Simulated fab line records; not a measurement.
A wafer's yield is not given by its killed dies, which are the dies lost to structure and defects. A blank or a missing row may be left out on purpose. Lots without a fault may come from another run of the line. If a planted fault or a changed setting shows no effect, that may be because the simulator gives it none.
Split-lot study :: flow n5Finfet :: 7 lots, 21 wafers read, on a route of 1938 steps

== ON THE SPLIT ==
At N5_BEOL_M1_PECVD_72 (deposits SiO2 from TEOS/O2, target thk 16 nm, time 18 s), the setting timeS was moved away from the recipe's 18 s on 9 of the 21 wafers read, by -14.1% to +14.7%. This setting was run at the recipe's value on the other wafers.

The reading is taken at the split's own step.

== THE READING ==
SiO2_of_BEOL_M1_PECVD_72.thkNm (the simulator's own value, which no gauge read), in nm, at N5_BEOL_M1_PECVD_72 (deposits SiO2 from TEOS/O2, target thk 16 nm, time 18 s). No usual value for it is given in the file. Across the 12 wafers here that went through the recipe, the average is 16.2 nm and the standard deviation 0.24 nm.

wafer: L075.1
tool, chamber at the split: pecvd-03, 1
timeS as run, s: 17.12
against the recipe: -4.9%
SiO2_of_BEOL_M1_PECVD_72.thkNm, nm: 15
against lot-mates on the recipe: -0.8

wafer: L075.3
tool, chamber at the split: pecvd-03, 0
timeS as run, s: 18
against the recipe: recipe
SiO2_of_BEOL_M1_PECVD_72.thkNm, nm: 15.8
against lot-mates on the recipe: -

wafer: L075.5
tool, chamber at the split: pecvd-03, 0
timeS as run, s: 17.12
against the recipe: -4.9%
SiO2_of_BEOL_M1_PECVD_72.thkNm, nm: 15.2
against lot-mates on the recipe: -0.6

wafer: L081.4
tool, chamber at the split: pecvd-04, 0,1
timeS as run, s: 18
against the recipe: recipe
SiO2_of_BEOL_M1_PECVD_72.thkNm, nm: 16
against lot-mates on the recipe: -

wafer: L081.5
tool, chamber at the split: pecvd-04, 0,1
timeS as run, s: 18
against the recipe: recipe
SiO2_of_BEOL_M1_PECVD_72.thkNm, nm: 16
against lot-mates on the recipe: -

wafer: L081.6
tool, chamber at the split: pecvd-04, 2
timeS as run, s: 18
against the recipe: recipe
SiO2_of_BEOL_M1_PECVD_72.thkNm, nm: 16.2
against lot-mates on the recipe: -

wafer: L082.1
tool, chamber at the split: pecvd-01, 1
timeS as run, s: 15.68
against the recipe: -12.9%
SiO2_of_BEOL_M1_PECVD_72.thkNm, nm: 14.2
against lot-mates on the recipe: -1.9

wafer: L082.4
tool, chamber at the split: pecvd-01, 2
timeS as run, s: 18
against the recipe: recipe
SiO2_of_BEOL_M1_PECVD_72.thkNm, nm: 16.2
against lot-mates on the recipe: -

wafer: L082.5
tool, chamber at the split: pecvd-01, 0
timeS as run, s: 18
against the recipe: recipe
SiO2_of_BEOL_M1_PECVD_72.thkNm, nm: 16
against lot-mates on the recipe: -

wafer: L085.2
tool, chamber at the split: pecvd-04, 2
timeS as run, s: 19.47
against the recipe: +8.2%
SiO2_of_BEOL_M1_PECVD_72.thkNm, nm: 17.4
against lot-mates on the recipe: +0.9

wafer: L085.4
tool, chamber at the split: pecvd-04, 2
timeS as run, s: 18
against the recipe: recipe
SiO2_of_BEOL_M1_PECVD_72.thkNm, nm: 16.4
against lot-mates on the recipe: -

wafer: L085.6
tool, chamber at the split: pecvd-04, 1
timeS as run, s: 18
against the recipe: recipe
SiO2_of_BEOL_M1_PECVD_72.thkNm, nm: 16.6
against lot-mates on the recipe: -

wafer: L086.4
tool, chamber at the split: pecvd-04, 2
timeS as run, s: 20.64
against the recipe: +14.7%
SiO2_of_BEOL_M1_PECVD_72.thkNm, nm: 18.4
against lot-mates on the recipe: +2.0

wafer: L086.5
tool, chamber at the split: pecvd-04, 0
timeS as run, s: 20.64
against the recipe: +14.7%
SiO2_of_BEOL_M1_PECVD_72.thkNm, nm: 18.8
against lot-mates on the recipe: +2.4

wafer: L086.6
tool, chamber at the split: pecvd-04, 1
timeS as run, s: 18
against the recipe: recipe
SiO2_of_BEOL_M1_PECVD_72.thkNm, nm: 16.4
against lot-mates on the recipe: -

wafer: L089.4
tool, chamber at the split: pecvd-01, 1
timeS as run, s: 18
against the recipe: recipe
SiO2_of_BEOL_M1_PECVD_72.thkNm, nm: 16.6
against lot-mates on the recipe: -

wafer: L089.5
tool, chamber at the split: pecvd-01, 2
timeS as run, s: 18
against the recipe: recipe
SiO2_of_BEOL_M1_PECVD_72.thkNm, nm: 16.2
against lot-mates on the recipe: -

wafer: L089.6
tool, chamber at the split: pecvd-01, 0
timeS as run, s: 15.47
against the recipe: -14.1%
SiO2_of_BEOL_M1_PECVD_72.thkNm, nm: 13.6
against lot-mates on the recipe: -2.8

wafer: L097.1
tool, chamber at the split: pecvd-03, 2
timeS as run, s: 18
against the recipe: recipe
SiO2_of_BEOL_M1_PECVD_72.thkNm, nm: 16
against lot-mates on the recipe: -

wafer: L097.2
tool, chamber at the split: pecvd-03, 1
timeS as run, s: 16.84
against the recipe: -6.4%
SiO2_of_BEOL_M1_PECVD_72.thkNm, nm: 14.6
against lot-mates on the recipe: -1.4

wafer: L097.3
tool, chamber at the split: pecvd-03, 0
timeS as run, s: 16.84
against the recipe: -6.4%
SiO2_of_BEOL_M1_PECVD_72.thkNm, nm: 15
against lot-mates on the recipe: -1.0
Where a row lists several chambers, the file gives one row for several wafers and doesn't say which wafer went through which chamber.

THE FIT
A straight line over all 21 wafers: SiO2_of_BEOL_M1_PECVD_72.thkNm changes by +0.172 nm for each +1% of timeS; r = +0.98; the points scatter about the line by 0.26 nm.
The same after taking each lot's own level away (the mean of its wafers on the recipe; 21 wafers): +0.159 nm for each +1%; r = +0.98; scatter 0.21 nm.
That fit puts the effect of the largest move of timeS on the reading at 2.3 nm.
The span of the lots' own levels, 15.80 to 16.50 nm, comes to 2.9 times the standard deviation stated above.
So the lot-to-lot level changes the slope little: the two slopes agree.
Check: with one of the wafers moved furthest among these (+14.7%) left out of the fit, the line predicts +2.37 nm for it against its lot-mates. Against them it came out at +2 nm.

== OTHER SPLITS APPLIED TO THESE WAFERS ==
Other splits were also applied to these wafers ahead of the reading. Each is held against what the fit with the lots' levels taken away leaves over:
other split on the same wafers: N5_MOL_CONTACT_COAG_EXPOSE_81 doseMj
wafers away from the commonest value: 7
r with SiO2_of_BEOL_M1_PECVD_72.thkNm (lot level and that fit taken away): +0.08

other split on the same wafers: N5_BEOL_M0_SAQP_SPACER2_ALD_26 targetThkA
wafers away from the commonest value: 5
r with SiO2_of_BEOL_M1_PECVD_72.thkNm (lot level and that fit taken away): +0.02

other split on the same wafers: N5_BEOL_M0_SAQP_COAT_34 spinRpm
wafers away from the commonest value: 5
r with SiO2_of_BEOL_M1_PECVD_72.thkNm (lot level and that fit taken away): +0.01

other split on the same wafers: N5_BEOL_M0_ETCH_128 sourceW
wafers away from the commonest value: 5
r with SiO2_of_BEOL_M1_PECVD_72.thkNm (lot level and that fit taken away): +0.07

== FILE'S OWN FIT ==
SiO2_of_BEOL_M1_PECVD_72.thkNm changes by +0.161 nm for each +1% of timeS, r = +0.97.
